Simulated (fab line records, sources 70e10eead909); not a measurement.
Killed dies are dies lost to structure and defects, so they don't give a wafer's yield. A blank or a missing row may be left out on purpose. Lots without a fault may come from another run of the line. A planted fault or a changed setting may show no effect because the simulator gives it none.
fab line records | flow nand_harc
record lots=6 wafers=18 last_day=33
route steps=1302 shown A_STAIRCASE@773 END@1302
lots that met no fault: from a run of the same line without faults
start_h: hours from the record's first day to the start of the lot's first wafer shown | wait_h: hours since the lot's step before | " the same as in the row above | L1.1+2: a row that stands for several wafers | - no value, or no start given | * or withheld: withheld | < > ~ a bound
route shown NAME@n: a module of which the file shows steps, and the number in the route of the first | usual: mean/standard deviation of fault-free wafers | same: alike in all rows | chamber/n: place in a boat | sites: the reading at each site | _std_site: their standard deviation | _edge_site: outer sites' mean less inner sites' | radius_mm: how far each site lies from the wafer's centre | mask NAME#n: copy n | behind: the tool/chamber that last shaped the wafer | hold: why the lot was held/for how many hours/how that ended | device: the transistor (n, p or np) that didn't switch | end of line: the same wafers' tests at the end of the route | a step without rows: its recipe alone | killed: dies lost to structure and defects at the first sort, not the wafer's yield | map: a wafer's dies, x killed, . not, _ none there
set.NAME: the setting as run; set.NAME@STEP: as run at that earlier step | model.NAME: the simulator's own value behind a step, which no gauge read
lots at some steps of the route; a table a step, a row a wafer
services: from which hour (start_h, from the record's first day; less than 0 if before it) a tool's chamber was out of use, for how many hours, and why
## steps
# step NHARC_A_STAIRCASE_DEP_259
# recipe target_thk_a=300 target_thk_nm=30 temp_c=400 pressure_torr=3.5 flow_sccm=200 rf_w=350 material=SiON
# step NHARC_A_STAIRCASE_DEHYDRATE_260
# recipe temp_c=150 time_s=120
# step NHARC_A_STAIRCASE_HMDS_261
# recipe time_s=30
# step NHARC_A_STAIRCASE_COAT_262
# recipe spin_rpm=1200
# step NHARC_A_STAIRCASE_SOFTBAKE_263
# recipe temp_c=135 time_s=170
# step NHARC_A_STAIRCASE_EBR_264
# step NHARC_A_STAIRCASE_EXPOSE_265
# recipe na=0.5 dose_mj=25.01 mask_id=CHOP_200
# step NHARC_A_STAIRCASE_PEB_266
# recipe peb_temp_c=115 peb_time_s=130
# step NHARC_A_STAIRCASE_DEVELOP_267
# recipe time_s=140
# step NHARC_A_STAIRCASE_HARDBAKE_269
# recipe temp_c=120 time_s=140
# step NHARC_A_STAIRCASE_DESCUM_270
# recipe time_s=3 o2_flow_sccm=200 ar_flow_sccm=0 bias_power_w=0 chemistry=O2
# step NHARC_A_STAIRCASE_ETCH_271
# recipe cf4_flow_sccm=100 chf3_flow_sccm=30 ar_flow_sccm=0 rf_w=500 bias_w=200 chemistry=CF4/CHF3
# usual drypump_motor_current_A=5.7/0.34 oes_product_au=0.953/0.02 rf_vpp_V=371.2/2.1 showerhead_plenum_p_Torr=1.59/0.057 throttle_valve_pct=16.802/0.0089
# columns lot.wafer tool chamber start_h wait_h drypump_motor_current_A oes_product_au rf_hours_counter_h rf_vpp_V showerhead_plenum_p_Torr throttle_valve_pct
L618.2 rie_diel-01 3 398.54 0.2 6.1 0.944 3 373.8 1.67 16.811
L618.1 " 0 " " 5.3 0.930 3 375.0 1.68 16.817
L618.6 " 3 " " 6.1 0.932 - 373.4 1.67 16.803
L619.2 rie_diel-13 3 407.77 0.1 5.9 0.979 22 371.0 1.59 16.817
L619.5 " 3 " " 5.9 0.980 - 370.8 1.59 16.799
L619.6 " 0 " " 5.2 0.945 - 372.2 1.60 16.788
L626.2 rie_diel-13 0 489.98 0.1 5.3 0.955 54 371.7 1.60 16.817
L626.1 " 3 " " 5.9 0.963 55 370.3 1.58 16.796
L626.6 " 0 " " 5.2 0.950 - 373.5 1.60 16.810
L628.4 rie_diel-13 1 492.32 0.1 5.9 0.951 53 372.8 1.66 16.785
L628.1 " 2 " " 5.6 0.967 54 371.4 1.58 16.794
L628.2 " 0 " " 5.3 0.968 55 371.3 1.60 16.793
L636.3 rie_diel-06 1 585.09 0.1 5.6 0.937 32 374.1 1.69 16.798
L636.1 " 2 " " 6.2 0.952 31 370.7 1.57 16.787
L636.6 " 2 " " 6.2 0.949 - 370.2 1.57 16.800
L638.4 rie_diel-01 1 594.39 0.1 6.0 0.909 12 369.4 1.57 16.804
L638.1 " 2 " " 5.5 0.913 12 369.4 1.54 16.816
L638.5 " 1 " " 6.0 0.905 - 370.8 1.57 16.800
# step NHARC_A_STAIRCASE_HM_OPEN_457
# recipe o2_flow_sccm=400 cos_flow_sccm=20 ar_flow_sccm=0 rf_w=500 bias_w=300 chemistry=O2/COS
# step NHARC_A_STAIRCASE_STRIP_458
# recipe o2_flow_sccm=400 cos_flow_sccm=20 ar_flow_sccm=0 bias_w=0 chemistry=O2/COS
# step NHARC_A_STAIRCASE_ETCH_451
# recipe target_depth_a=300 overetch_a=30 time_s=16.5 ion_energy_ev=100 cf4_flow_sccm=80 o2_flow_sccm=20 ar_flow_sccm=0 rf_w=300 bias_w=100 chemistry=CF4/O2
# usual drypump_motor_current_A=5.7/0.34 oes_product_au=0.998/0.0095 rf_vpp_V=198.2/1.4 showerhead_plenum_p_Torr=1.35/0.05 throttle_valve_pct=13.397/0.0089
# columns lot.wafer tool chamber start_h wait_h drypump_motor_current_A oes_product_au rf_hours_counter_h rf_vpp_V showerhead_plenum_p_Torr throttle_valve_pct
L618.2 rie_diel-01 0 - - 5.4 0.993 4 200.0 1.43 13.412
L618.1 " 1 " " 6.0 0.990 4 197.4 1.35 13.408
L618.6 " 2 " " 5.5 0.990 - 197.2 1.32 13.403
L619.2 rie_diel-13 1 - - 5.9 1.011 21 200.7 1.42 13.381
L619.5 " 2 " " 5.5 1.010 - 196.7 1.35 13.413
L619.6 " 3 " " 5.9 1.012 - 199.9 1.35 13.402
L626.2 rie_diel-13 3 - - 5.9 1.011 55 198.6 1.34 13.412
L626.1 " 2 " " 5.6 1.004 53 199.7 1.34 13.372
L626.6 " 3 " " 5.9 1.010 - 198.4 1.34 13.389
L628.4 rie_diel-13 3 - - 5.9 1.017 56 197.4 1.34 13.400
L628.1 " 1 " " 5.9 1.000 53 199.1 1.41 13.385
L628.2 " 2 " " 5.5 1.014 54 197.7 1.34 13.405
L636.3 rie_diel-06 3 - - 5.3 0.996 33 196.2 1.32 13.391
L636.1 " 0 " " 5.3 1.002 35 196.2 1.27 13.410
L636.6 " 1 " " 5.6 0.983 - 200.0 1.44 13.387
L638.1 rie_diel-01 3 - - 6.1 0.996 9 199.0 1.41 13.395
L638.4 " 0 " " 5.4 1.001 9 199.7 1.42 13.387
L638.5 " 2 " " 5.5 0.990 - 196.9 1.31 13.400
# step NHARC_A_STAIRCASE_ETCH_273
# recipe target_depth_a=1.02e+05 time_s=2468.6 ion_energy_ev=800 c4f8_flow_sccm=80 o2_flow_sccm=60 ar_flow_sccm=withheld rf_w=600 bias_w=3000 chemistry=C4F8/O2/Ar
# usual oes_product_au=0.937/0.013 rf_vpp_V=1830/9.2
# columns lot.wafer tool chamber start_h wait_h oes_product_au rf_hours_counter_h rf_vpp_V
L618.1 rie_diel-01 3 - - 0.914 4 1841
L618.2 " 0 " " 0.915 4 1844
L618.6 " 3 " " 0.914 - 1842
L619.2 rie_diel-13 0 - - 0.935 22 1832
L619.6 " 2 " " 0.953 - 1829
L619.5 " 3 " " 0.945 - 1830
L626.1 rie_diel-13 3 - - 0.945 55 1829
L626.2 " 1 " " 0.959 52 1842
L626.6 " 2 " " 0.959 - 1828
L628.1 rie_diel-13 1 - - 0.936 53 1842
L628.4 " 2 " " 0.946 55 1826
L628.2 " 3 " " 0.958 57 1828
L636.3 rie_diel-06 3 - - 0.940 33 1823
L636.1 " 0 " " 0.947 36 1814
L636.6 " 0 " " 0.952 - 1814
L638.1 rie_diel-01 3 - - 0.939 9 1839
L638.4 " 2 " " 0.929 13 1822
L638.5 " 0 " " 0.933 - 1842
# step NHARC_A_STAIRCASE_STRIP_274
# recipe o2_flow_sccm=500 ar_flow_sccm=0 bias_w=0 chemistry=O2
# step NHARC_A_STAIRCASE_STRIP_275
# recipe time_s=900 temp_c=130 chemistry=SPM
# step NHARC_A_STAIRCASE_PRECLEAN_276
# recipe time_s=* temp_c=50 bath_age_min=0 chemistry=SC1
# step NHARC_A_STAIRCASE_SRD_277
# step NHARC_A_STAIRCASE_HM_DEP_459
# recipe target_thk_a=15000 temp_c=400 material=aC
# step NHARC_A_STAIRCASE_DEP_280
# recipe target_thk_a=300 target_thk_nm=30 temp_c=400 pressure_torr=3.5 flow_sccm=200 rf_w=350 material=SiON
# step NHARC_A_STAIRCASE_DEHYDRATE_281
# recipe temp_c=150 time_s=120
# step NHARC_A_STAIRCASE_HMDS_282
# recipe time_s=30
# step NHARC_A_STAIRCASE_COAT_283
# recipe spin_rpm=1200
# step NHARC_A_STAIRCASE_SOFTBAKE_284
# recipe temp_c=135 time_s=170
# step NHARC_A_STAIRCASE_EBR_285
# step NHARC_A_STAIRCASE_EXPOSE_286
# recipe na=0.5 dose_mj=25.01 mask_id=CHOP_100
# step NHARC_A_STAIRCASE_PEB_287
# recipe peb_temp_c=115 peb_time_s=130
# step NHARC_A_STAIRCASE_DEVELOP_288
# recipe time_s=140
# step NHARC_A_STAIRCASE_HARDBAKE_290
# recipe temp_c=120 time_s=140
# step NHARC_A_STAIRCASE_DESCUM_291
# recipe time_s=3 o2_flow_sccm=200 ar_flow_sccm=0 bias_power_w=0 chemistry=O2
# usual drypump_motor_current_A=5.7/0.33 oes_product_au=0.998/0.0099 rf_vpp_V=57.9/0.89 showerhead_plenum_p_Torr=1.95/0.07 throttle_valve_pct=11.313/0.0085
# columns lot.wafer tool chamber start_h wait_h drypump_motor_current_A oes_product_au rf_hours_counter_h rf_vpp_V showerhead_plenum_p_Torr throttle_valve_pct
L618.1 rie_diel-13 1 405.15 - 5.9 0.990 21 57.3 2.04 11.307
L618.2 " 2 " " 5.5 1.006 21 57.4 1.93 11.310
L618.6 " 2 " " 5.5 1.004 - 59.1 1.93 11.311
L619.2 rie_diel-01 3 413.61 - 6.1 0.998 8 59.5 2.04 11.316
L619.6 " 2 " " 5.5 0.994 - 57.0 1.89 11.312
L619.5 " 3 " " 6.1 0.998 - 58.9 2.04 11.328
L626.1 rie_diel-06 3 496.04 - 5.3 0.997 0 57.3 1.90 11.318
L626.2 " 0 " " 5.2 1.018 0 57.0 1.83 11.313
L626.6 " 2 " " 6.2 0.995 - 58.2 1.92 11.322
L628.2 rie_diel-06 1 499.11 - 5.6 0.995 1 58.1 2.08 11.316
L628.1 " 2 " " 6.3 1.002 1 57.4 1.92 11.309
L628.4 " 0 " " 5.3 1.016 1 57.6 1.83 11.311
L636.3 rie_diel-13 1 594.11 - 5.9 0.997 20 56.4 2.02 11.325
L636.1 " 2 " " 5.5 1.018 21 58.1 1.91 11.308
L636.6 " 1 " " 5.9 1.007 - 58.8 2.02 11.311
L638.4 rie_diel-13 3 602.86 - 5.9 1.012 21 57.5 1.92 11.301
L638.1 " 2 " " 5.5 0.993 24 57.2 1.91 11.314
L638.5 " 0 " " 5.3 0.995 - 58.6 1.93 11.302
# step NHARC_A_STAIRCASE_ETCH_292
# recipe cf4_flow_sccm=100 chf3_flow_sccm=30 ar_flow_sccm=0 rf_w=500 bias_w=200 chemistry=CF4/CHF3
# usual drypump_motor_current_A=5.7/0.33 oes_product_au=0.937/0.022 rf_vpp_V=371.4/1.9 showerhead_plenum_p_Torr=1.60/0.054 throttle_valve_pct=16.803/0.0095
# columns lot.wafer tool chamber start_h wait_h drypump_motor_current_A oes_product_au rf_hours_counter_h rf_vpp_V showerhead_plenum_p_Torr throttle_valve_pct
L618.2 rie_diel-13 2 405.23 0.1 5.5 0.930 21 371.0 1.59 16.808
L618.1 " 3 " " 5.9 0.941 21 369.9 1.59 16.801
L618.6 " 3 " " 5.9 0.930 - 370.9 1.59 16.789
L619.2 rie_diel-01 0 413.71 0.1 5.4 0.970 8 374.2 1.68 16.795
L619.6 " 2 " " 5.5 0.955 - 368.8 1.56 16.802
L619.5 " 3 " " 6.1 0.955 - 373.3 1.67 16.796
L626.2 rie_diel-06 2 496.13 0.1 6.2 0.970 1 370.6 1.58 16.806
L626.1 " 3 " " 5.3 0.974 1 369.8 1.56 16.816
L626.6 " 1 " " 5.6 0.961 - 373.5 1.70 16.823
L628.1 rie_diel-06 1 499.21 0.1 5.6 0.958 1 377.1 1.70 16.816
L628.2 " 2 " " 6.3 0.962 1 369.7 1.58 16.807
L628.4 " 3 " " 5.3 0.978 1 370.0 1.56 16.801
L636.3 rie_diel-13 2 594.19 0.1 5.5 0.966 21 371.0 1.57 16.793
L636.1 " 3 " " 5.8 0.990 19 371.4 1.58 16.802
L636.6 " 3 " " 5.8 0.993 - 370.9 1.58 16.796
L638.1 rie_diel-13 3 602.94 0.1 5.9 0.944 21 369.5 1.58 16.803
L638.4 " 2 " " 5.5 0.927 24 369.3 1.57 16.810
L638.5 " 0 " " 5.3 0.931 - 371.3 1.59 16.798
# step NHARC_A_STAIRCASE_HM_OPEN_460
# recipe o2_flow_sccm=400 cos_flow_sccm=20 ar_flow_sccm=0 rf_w=500 bias_w=300 chemistry=O2/COS
# step NHARC_A_STAIRCASE_STRIP_461
# recipe o2_flow_sccm=400 cos_flow_sccm=20 ar_flow_sccm=0 bias_w=0 chemistry=O2/COS
# step NHARC_A_STAIRCASE_ETCH_452
# recipe target_depth_a=300 overetch_a=30 time_s=16.5 ion_energy_ev=100 cf4_flow_sccm=80 o2_flow_sccm=20 ar_flow_sccm=0 rf_w=300 bias_w=100 chemistry=CF4/O2
# usual drypump_motor_current_A=5.6/0.33 oes_product_au=0.999/0.01 rf_vpp_V=198.2/1.2 showerhead_plenum_p_Torr=1.36/0.05 throttle_valve_pct=13.397/0.0098
# columns lot.wafer tool chamber start_h wait_h drypump_motor_current_A oes_product_au rf_hours_counter_h rf_vpp_V showerhead_plenum_p_Torr throttle_valve_pct
L618.1 rie_diel-13 0 - - 5.3 0.985 21 198.7 1.36 13.403
L618.2 " 3 " " 5.8 1.025 21 197.6 1.35 13.400
L618.6 " 1 " " 5.9 1.000 - 198.8 1.42 13.395
L619.2 rie_diel-01 2 - - 5.5 0.984 7 196.9 1.32 13.384
L619.5 " 0 " " 5.4 0.993 - 200.1 1.43 13.376
L619.6 " 1 " " 6.0 0.989 - 198.2 1.35 13.407
L626.2 rie_diel-06 1 - - 5.6 1.003 0 199.4 1.45 13.386
L626.1 " 3 " " 5.3 0.993 1 196.9 1.33 13.413
L626.6 " 1 " " 5.6 1.006 - 199.1 1.45 13.394
L628.1 rie_diel-06 3 - - 5.3 0.999 1 198.3 1.33 13.401
L628.2 " 0 " " 5.3 1.011 1 197.7 1.28 13.393
L628.4 " 1 " " 5.6 0.993 1 200.0 1.45 13.403
L636.3 rie_diel-13 1 - - 5.9 1.001 20 197.7 1.40 13.403
L636.1 " 2 " " 5.6 0.999 22 198.8 1.33 13.390
L636.6 " 0 " " 5.3 0.995 - 198.6 1.35 13.390
L638.4 rie_diel-13 0 - - 5.3 1.002 22 198.1 1.35 13.391
L638.1 " 3 " " 5.9 1.024 21 197.8 1.34 13.410
L638.5 " 0 " " 5.3 0.999 - 199.1 1.35 13.374
# step NHARC_A_STAIRCASE_ETCH_294
# recipe target_depth_a=49890 time_s=1211.6 ion_energy_ev=800 c4f8_flow_sccm=80 o2_flow_sccm=60 ar_flow_sccm=withheld rf_w=600 bias_w=3000 chemistry=C4F8/O2/Ar
# step NHARC_A_STAIRCASE_STRIP_295
# recipe o2_flow_sccm=500 ar_flow_sccm=0 bias_w=0 chemistry=O2
# step NHARC_A_STAIRCASE_STRIP_296
# recipe time_s=900 temp_c=130 chemistry=SPM
# step NHARC_END_SORT_01
# recipe temp_c=25
# usual killed_at_array=55/19 killed_at_other=0.8/1.1 killed_at_periphery=4.0/2.6 killed_dies=60/20 killed_open=3.4/1.7 killed_short=2.6/1.5
# same gross_dies=677
# columns lot.wafer tool chamber start_h wait_h killed_at_array killed_at_other killed_at_periphery killed_dies killed_open killed_short
L628.1 prober-01 0 682.44 2.5 123 0 1 124 4 5
L628.2 prober-01 0 683.24 2.8 154 1 1 156 4 3
L628.4 prober-01 0 684.86 3.4 113 1 5 119 1 3
L626.1 prober-02 0 682.49 2.5 109 0 3 112 4 1
L626.2 prober-02 0 683.28 2.8 131 1 3 135 4 1
L626.6 prober-02 0 686.43 3.9 118 1 1 120 3 3
# killed by level:class
L628.1 A_STAIRCASE:unspecified=55 A_SLIT:chamber_film_flake=34 A_STAIRCASE:chamber_film_flake=6 A_WL_FILL:chamber_film_flake=6 A_CHANNEL_HOLE_D2:chamber_film_flake=5 A_CHANNEL_HOLE_D1:chamber_film_flake=3 A_CHANNEL_FILL_D2:chamber_film_flake=3 A_M0:geometric_particle:short=2
L626.1 A_STAIRCASE:unspecified=72 A_CHANNEL_HOLE_D2:chamber_film_flake=11 A_CHANNEL_HOLE_D1:chamber_film_flake=5 A_STAIRCASE:chamber_film_flake=5 A_CONTACT:chamber_film_flake=5 A_SLIT:chamber_film_flake=4 A_M1:chamber_film_flake=3 P_GATE:geometric_particle:open=1
L628.2 A_STAIRCASE:unspecified=106 A_SLIT:chamber_film_flake=21 A_CHANNEL_HOLE_D2:chamber_film_flake=6 A_STAIRCASE:chamber_film_flake=3 A_M1:chamber_film_flake=3 A_CHANNEL_FILL_D1:geometric_particle:open=2 A_CHANNEL_HOLE_D1:chamber_film_flake=2 A_CHANNEL_FILL_D2:chamber_film_flake=2
L626.2 A_STAIRCASE:unspecified=103 A_STAIRCASE:chamber_film_flake=7 A_CHANNEL_HOLE_D2:chamber_film_flake=6 A_CONTACT:chamber_film_flake=6 A_CHANNEL_HOLE_D1:chamber_film_flake=2 A_M1:chamber_film_flake=2 P_GATE:geometric_particle:open=1 P_CONTACT:geometric_particle:open=1
L628.4 A_STAIRCASE:unspecified=57 A_SLIT:chamber_film_flake=31 A_CHANNEL_HOLE_D1:chamber_film_flake=6 A_CHANNEL_HOLE_D2:chamber_film_flake=5 A_M1:chamber_film_flake=4 A_WL_FILL:chamber_film_flake=3 P_M2:chamber_film_flake=2 A_STAIRCASE:chamber_film_flake=2
L626.6 A_STAIRCASE:unspecified=97 A_CONTACT:chamber_film_flake=6 A_CHANNEL_HOLE_D2:chamber_film_flake=4 A_M1:chamber_film_flake=3 A_STAIRCASE:chamber_film_flake=2 A_WL_FILL:geometric_particle:short=1 A_CHANNEL_FILL_D1:geometric_particle:open=1 A_CHANNEL_FILL_D1:geometric_particle:short=1
# map L626.2 (x killed, . not)
____________.____________
_________......._________
_______...x..x...._______
______.............______
_____..............._____
____...........x.....____
____.................____
___..............x..x.___
___...............x...___
__.....................__
__.....................__
_...xx........x..x......_
_......................._
_.....x................._
_.....xx......x.....x..._
_...xxxxxx.x..x........._
xx...xxxxxx..x...........
....xxxxxxxx.............
....xxxxxxxx.............
x..xxxxxxxxxxx...........
...xxxxxxxxx.............
_..xxxxxxxxxx..........._
_..xxxxxxxxx............_
_.x.xxxxxxxx............_
_...xxxxxxxxx..........._
_..xxxxxxxx............._
__...xxxxxxx...........__
__....xxxxx............__
___.x.................___
___.....x.....x.....x.___
____.................____
____...............x.____
_____.........x....._____
______.........x...______
_______....x..x..._______
_________......._________
____________.____________
# map L628.2 (x killed, . not)
____________.____________
_________x.x...._________
_______..........._______
______.............______
_____..x............_____
____.................____
____.................____
___............x......___
___................x..___
__................x....__
__x................x...__
_......x................_
_.........x............._
_..........x............_
_.x.x.x................._
_......xxx.............._
.....xxxxxx..........x...
....xxxxxxx..............
x...xxxxxxxxxx...........
....xxxxxxxx.x........x..
...xxxxxxxxxx...x........
_...xxxxxxxxx..........._
_.xxxxxxxxxxx..........._
_...xxxxxxxxxx.........._
_x.xxxxxxxxx............_
_...xxxxxxxx............_
__..xxxxxxx............__
__x.x.xxx..x...........__
___xxx.xxx............___
___xxxx.x..x..........___
____xxx.x.xx.........____
____xxxx....x........____
_____xxx............_____
______xx......x....______
_______x.........._______
_________...x..._________
____________x____________
## services
# columns tool chamber start_h hours kind
rie_diel-13 0 375.66 - clean
rie_diel-13 1 375.66 - clean
rie_diel-13 2 375.66 - clean
rie_diel-13 3 375.66 - clean
rie_diel-01 - 380.82 9.0 pm
rie_diel-06 - 389.19 0.8 repair
rie_diel-13 0 400.20 - clean
rie_diel-13 1 400.20 - clean
rie_diel-13 2 400.20 - clean
rie_diel-13 3 400.20 - clean
rie_diel-06 2 401.85 4.8 repair
rie_diel-13 0 424.70 - clean
rie_diel-13 1 424.70 - clean
rie_diel-13 2 424.70 - clean
rie_diel-13 3 424.70 - clean
rie_diel-06 0 429.63 4.8 repair
rie_diel-13 0 450.88 - clean
rie_diel-13 1 450.88 - clean
rie_diel-06 - 484.70 9.0 pm
rie_diel-13 - 519.00 9.0 pm
rie_diel-01 - 557.82 9.0 pm
rie_diel-13 3 571.34 4.3 repair
rie_diel-13 0 583.55 8.3 repair
rie_diel-06 - 588.48 2.4 repair
## key
first_sign step=NHARC_END_SORT_01 reading=killed_at_array direction=up sigmas=3.6 usual=55 struck=125
effect step=NHARC_END_SORT_01 reading=killed_dies direction=up sigmas=3.4 usual=60 struck=128
more_kills_born_at NHARC_A_STAIRCASE_ETCH_271@rie_diel-13=487
met_at NHARC_A_STAIRCASE_ETCH_271
struck_wafers L626.1,L626.2,L626.6,L628.1,L628.2,L628.4
tester_left_out L626,L628
onset_between 407.77 489.98
also_fits NHARC_A_STAIRCASE_ETCH_451:rie_diel-13,NHARC_A_STAIRCASE_ETCH_273:rie_diel-13,NHARC_A_STAIRCASE_DESCUM_291:rie_diel-06,NHARC_A_STAIRCASE_ETCH_292:rie_diel-06
fault kind=chamber_particle_source tool=rie_diel-13 chamber=- onset_h=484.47 steps=NHARC_A_STAIRCASE_ETCH_271 rate_per_visit_cm2=1.5693 end_h=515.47
# tester_left_out: of these lots the tester's yield and bins aren't shown, on N5 and GAA mostly nor the transistor test; their killed dies are dies lost to structure and defects alone, not to doping, threshold or leakage, so they don't give the yield
